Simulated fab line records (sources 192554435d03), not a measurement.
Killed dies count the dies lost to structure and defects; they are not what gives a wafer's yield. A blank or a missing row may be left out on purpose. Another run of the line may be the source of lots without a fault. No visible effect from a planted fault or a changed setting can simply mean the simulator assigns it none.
One fault through the eyes of 2 desks ; flow n5-finfet ; every desk sees just its own numbers, and what lay behind them comes last

## THE METROLOGY DESK
What the gauges read, lot by lot, whatever tool the lot ran on: means of the sampled wafers that have a number. Marked OUT: a lot whose mean sits more than 4 standard deviations from the usual mean, which makes it out of limits; the brackets give that distance.
Columns: A = M7_OVL at N5_BEOL_M7_OVL_MEAS_12, usual 0.0 nm; B = cd-nm at N5_BEOL_M7_CD_MEAS_18, usual 40.0 nm; C = V6_OVL at N5_BEOL_M7_OVL_MEAS_29, usual -0.1 nm
lot;first seen here;A;B;C
L716;day 9 05:04;0.4;40.1;-0.2
L719;day 10 00:19;0.7;40.0;-0.7
L720;day 10 05:45;0.8;39.5;0.7
L722;day 10 15:30;-0.5;39.9;0.1
L721;day 10 23:26;1.0;39.8;-1.0
L725;day 11 04:56;-0.1;39.9;0.3
L727;day 12 05:46;-0.4;39.6;-0.2
L730;day 12 19:50;0.2;40.2;-0.5
L732;day 13 03:07;0.1;39.6;0.3
L736;day 13 23:07;-0.1;39.9;-0.2
L737;day 14 18:09;0.1;40.6;-0.3
L739;day 15 06:58;-0.7;40.1;-0.9
Finding of this desk: none of the 12 lots has anything out of limits.

## TOOL OWNER'S DESK, litho-track-05
The tool's own readings at N5_BEOL_M7_COAT_71 (time 60 s, resist thk 5 nm): means of the sampled wafers that have a number, for each lot that ran on this tool. Marked OUT: a lot whose mean sits more than 4 standard deviations from the usual mean, which makes it out of limits; the brackets give that distance.
Columns: A = heater-power-total-W at N5_BEOL_M7_COAT_71, usual 391.8 W; B = resist-line-temp-C at N5_BEOL_M7_COAT_71, usual 23.01 C; C = spin-speed-rpm at N5_BEOL_M7_COAT_71, usual 1499.8 rpm
lot;first seen here;A;B;C
L716;day 9 07:54;392.0;23.07;1500.9
L719;day 10 01:25;392.0;23.04;1499.0
L720;day 10 07:14;393.6;22.95;1499.7
L725;day 11 06:55;392.0;22.99;1500.3
L727;day 12 09:12;391.6;22.92;1499.5
L732;day 13 05:39;392.6;23.15;1571.9 (+72) OUT
L736;day 14 00:20;391.1;23.14;1570.9 (+71) OUT
This desk's finding: out of limits on L732, L736; first on L732, day 13 05:39 (spin-speed-rpm at N5_BEOL_M7_COAT_71). L716, L719, L720, L725, L727 stayed within limits.

## TAKEN TOGETHER
The tool owner's desk had the chance to raise an alarm at day 13 05:39 on L732, L736.
The metrology desk saw nothing out of limits.
The metrology desk has L732, L736 on record, within its limits.
Of the lots named, all ran N5_BEOL_M7_COAT_71 on litho-track-05.

## WHAT THE SIMULATOR HAD INSERTED
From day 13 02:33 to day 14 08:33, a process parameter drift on litho-track-05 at N5_BEOL_M7_COAT_71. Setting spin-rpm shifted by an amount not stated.
Struck lots among those shown: L732, L736.
Delay in hours, fault start to first out-of-limits reading, by desk: the tool owner's desk at 3.
